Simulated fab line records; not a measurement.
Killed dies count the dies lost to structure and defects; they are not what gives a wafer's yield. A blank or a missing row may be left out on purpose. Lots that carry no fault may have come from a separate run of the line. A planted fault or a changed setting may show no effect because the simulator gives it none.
Split-lot experiment	flow n5Finfet	21 wafers read from 7 lots, route of 1938 steps

== THE SPLIT ITSELF ==
At N5_HKMG_FIN_COAT_30 (time 60 s, resist thk 35 nm), the setting spinRpm was moved away from the recipe's 1500 rpm on 4 of the 21 wafers read, by -11.1% to +5.9%. All remaining wafers had this setting at the recipe value.

== FROM THE SPLIT TO THE READING: what the file shows between them, 3 steps ==
- N5_HKMG_FIN_COAT_06: resist thk 90 nm
- N5_HKMG_FIN_EBR_08
- N5_HKMG_FIN_DESCUM_17: chemistry O2, time 7.9 s

== THE READING ==
etch.depthNm (the simulator's own value, which no gauge read), in nm, at N5_HKMG_FIN_ETCH_31 (etches SiARC in CF4, target depth 45.5 nm, time 75.8 s). The file gives no usual value for it. The 17 wafers here that ran the recipe average 35.04 nm, standard deviation 0.11 nm.

wafer	tool, chamber at the split	spinRpm as run, rpm	against the recipe	etch.depthNm, nm	against lot-mates on the recipe
L076.1	lithoTrack-03, 0	1589	+5.9%	33.96	-1.04
L076.5	lithoTrack-03, 0	1500	recipe	35	-
L076.6	lithoTrack-03, 0	1589	+5.9%	33.94	-1.06
L078.1	lithoTrack-04, 0	1500	recipe	35.05	-
L078.2	lithoTrack-04, 0	1500	recipe	34.99	-
L078.4	lithoTrack-04, 0	1500	recipe	34.97	-
L080.1	lithoTrack-04, 0	1500	recipe	35.13	-
L080.2	lithoTrack-04, 0	1500	recipe	35.09	-
L080.5	lithoTrack-04, 0	1500	recipe	35.04	-
L084.2	lithoTrack-05, 0	1500	recipe	34.98	-
L084.3	lithoTrack-05, 0	1500	recipe	34.91	-
L084.6	lithoTrack-05, 0	1500	recipe	34.97	-
L090.1	lithoTrack-05, 0	1334	-11.1%	37.4	+2.13
L090.3	lithoTrack-05, 0	1500	recipe	35.34	-
L090.5	lithoTrack-05, 0	1500	recipe	35.2	-
L093.1	lithoTrack-03, 0	1500	recipe	35.12	-
L093.3	lithoTrack-03, 0	1500	recipe	35.03	-
L093.4	lithoTrack-03, 0	1500	recipe	35.04	-
L095.1	lithoTrack-03, 0	1500	recipe	34.94	-
L095.3	lithoTrack-03, 0	1500	recipe	34.91	-
L095.6	lithoTrack-03, 0	1358	-9.5%	36.76	+1.84

FIT RESULTS
A straight line over all 21 wafers: etch.depthNm changes by -0.196 nm for each +1% of spinRpm; r = -0.99; the points scatter about the line by 0.12 nm.
The same after taking each lot's own level away (the mean of its wafers on the recipe; 21 wafers): -0.189 nm for each +1%; r = -1.00; scatter 0.044 nm.
On that fit, the largest move of spinRpm shifts the reading by 2.1 nm.
The span of the lots' own levels, 34.925 to 35.270 nm, comes to 3.2 times the standard deviation stated above.
The two slopes agree, so the slope changes little with the lot-to-lot level.
Check: with one of the wafers moved furthest among these (-11.1%) left out of the fit, the line predicts +2.07 nm for it against its lot-mates. Against them it came out at +2.13 nm.

== THE OTHER SPLITS THESE WAFERS WENT THROUGH ==
Note: prior to the reading, these wafers also went through further splits. Each is held against what the fit with the lots' levels taken away leaves over:
other split on the same wafers	wafers away from the commonest value	r with etch.depthNm (lot level and that fit taken away)
N5_SDB_COAT_03 spinRpm	10	-0.22
N5_HKMG_FIN_ETCH_54 sourceW	6	-0.17

== THE WHOLE CHAIN: every reading that the file lists as answering this split, in the file's order ==
step	what it does	reading	change (the file's fit)	r (the file's)
N5_HKMG_FIN_COAT_30	time 60 s, resist thk 35 nm	SiARC_of_HKMG_FIN_COAT_30.thkNm (the simulator's own value, which no gauge read)	-0.187 nm for each +1% of the setting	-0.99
N5_HKMG_FIN_ETCH_31	etches SiARC in CF4, target depth 45.5 nm, time 75.8 s	CAR-ArF_of_HKMG_FIN_COAT_06.thkNm (the simulator's own value, which no gauge read)	+0.209 nm for each +1% of the setting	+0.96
N5_HKMG_FIN_ETCH_31	etches SiARC in CF4, target depth 45.5 nm, time 75.8 s	etch.depthNm (the simulator's own value, which no gauge read)	-0.191 nm for each +1% of the setting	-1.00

== FILE'S OWN FIT ==
etch.depthNm changes by -0.191 nm for each +1% of spinRpm, r = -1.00.
